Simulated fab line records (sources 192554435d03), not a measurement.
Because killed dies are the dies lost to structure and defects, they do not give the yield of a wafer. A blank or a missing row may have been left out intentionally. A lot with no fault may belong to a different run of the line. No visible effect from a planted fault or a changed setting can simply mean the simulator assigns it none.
Matching of chambers | flow n5Finfet | N5_BEOL_M14_STRIP_37 on rieDiel-01: 4 sister chambers
The step strips in O2. 18 wafers are shown with their chamber, then 9 later ones without.

WAFERS WITH THEIR CHAMBER
wafer  | chamber | drypumpMotorCurrentA (A) | throttleValvePct (%) | showerheadPlenumPTorr (Torr)
L075.3 | 1       | 6.0                      | 17.05                | 2.04
L075.4 | 2       | 6.3                      | 16.67                | 2.11
L075.6 | 1       | 6.0                      | 17.10                | 2.04
L078.1 | 2       | 6.3                      | 16.70                | 2.10
L078.3 | 3       | 5.5                      | 16.83                | 2.09
L078.5 | 2       | 6.3                      | 16.70                | 2.10
L079.1 | 2       | 6.3                      | 16.71                | 2.10
L079.4 | 1       | 6.0                      | 17.11                | 2.03
L079.6 | 2       | 6.3                      | 16.68                | 2.10
L080.1 | 0       | 5.3                      | 16.45                | 2.11
L080.2 | 3       | 5.5                      | 16.89                | 2.09
L080.4 | 1       | 6.0                      | 17.14                | 2.03
L088.3 | 2       | 6.3                      | 16.73                | 2.10
L088.4 | 3       | 5.6                      | 16.93                | 2.08
L088.6 | 1       | 6.0                      | 17.15                | 2.03
L089.4 | 2       | 6.3                      | 16.74                | 2.09
L089.5 | 0       | 5.2                      | 16.50                | 2.10
L089.6 | 3       | 5.5                      | 16.89                | 2.08

SIGNATURES (averages over the wafers above)
reading               | chamber 0 | chamber 1 | chamber 2 | chamber 3 | scatter within a chamber
drypumpMotorCurrentA  | 5.250     | 6.000     | 6.300     | 5.525     | 0.0299
throttleValvePct      | 16.4750   | 17.1100   | 16.7043   | 16.8850   | 0.0341
showerheadPlenumPTorr | 2.1050    | 2.0340    | 2.1000    | 2.0850    | 0.00579
Rule: distance of a wafer from a chamber = root of the sum over the readings of ((wafer's reading minus chamber's mean) / reading's scatter) squared. If the next closest chamber is less than 2 further off than the closest, the wafer can't be placed; otherwise it belongs to the closest. The scatter is the square root of a quotient: the sum, over the shown wafers, of each reading's squared deviation from its chamber's mean, divided by wafers minus chambers.

WAFERS MISSING THEIR CHAMBER
wafer  | drypumpMotorCurrentA (A) | throttleValvePct (%) | showerheadPlenumPTorr (Torr)
L091.1 | 6.0                      | 17.18                | 2.03
L091.2 | 6.3                      | 16.71                | 2.09
L091.5 | 6.0                      | 17.16                | 2.03
L090.3 | 6.3                      | 16.70                | 2.09
L090.4 | 6.0                      | 17.16                | 2.03
L090.5 | 5.2                      | 16.56                | 2.10
L097.1 | 6.0                      | 17.17                | 2.02
L097.3 | 5.2                      | 16.51                | 2.10
L097.6 | 5.5                      | 16.93                | 2.08

EACH ONE'S CHAMBER
wafer  | from the rows above | in truth
L091.1 | 1                   | 1
L091.2 | 2                   | 2
L091.5 | 1                   | 1
L090.3 | 2                   | 2
L090.4 | 1                   | 1
L090.5 | 0                   | 0
L097.1 | 1                   | 1
L097.3 | 0                   | 0
L097.6 | 3                   | 3
Correctly placed: 9 of 9. Can't be placed from these rows: 0. Wrongly placed: 0.
